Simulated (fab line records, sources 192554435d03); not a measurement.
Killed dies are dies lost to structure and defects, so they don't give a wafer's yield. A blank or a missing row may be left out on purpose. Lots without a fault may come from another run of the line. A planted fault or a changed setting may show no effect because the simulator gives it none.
Chamber matching | flow n5_finfet | N5_GATE_CUT_ETCH_58 on rie_diel-02: 4 sister chambers
The step etches SiNx in CH3F/O2, target depth 17 nm, time 128.6 s. 4 wafers are shown with their chamber, then 11 later ones without.

WAFERS WITH THEIR CHAMBER
wafer  | chamber | drypump_motor_current_A (A)
L085.4 | 1       | 6.6
L085.5 | 2       | 6.1
L086.6 | 0       | 6.3
L093.2 | 3       | 5.3

WAFERS WITHOUT THEIR CHAMBER
wafer  | drypump_motor_current_A (A)
L093.3 | 6.3
L093.5 | 6.1
L094.1 | 5.2
L094.2 | 6.6
L094.3 | 6.1
L094.4 | 6.3
L094.5 | 6.0
L094.6 | 5.3
L097.3 | 6.1
L097.5 | 5.2
L097.6 | 6.3

WHICH CHAMBER EACH WENT THROUGH
wafer  | from the rows above | in truth
L093.3 | 0                   | 0
L093.5 | 2                   | 2
L094.1 | 3                   | 3
L094.2 | 1                   | 1
L094.3 | 2                   | 2
L094.4 | 0                   | 0
L094.5 | 2                   | 2
L094.6 | 3                   | 3
L097.3 | 2                   | 2
L097.5 | 3                   | 3
L097.6 | 0                   | 0
Placed correctly: 11 of 11. Can't be placed from these rows: 0. Placed wrongly: 0.
How it was worked out, from the rows above alone: a wafer's distance from a chamber is the root of the sum, over the readings, of the square of ((its reading less the chamber's mean) divided by the reading's scatter). The wafer belongs to the nearest chamber; if the next one is less than 2 further off, it can't be placed. A chamber's mean is the mean of its shown wafers. The scatter: with one shown wafer a chamber, the root of the mean of the squares of how far each hidden wafer lies from its nearest shown one.
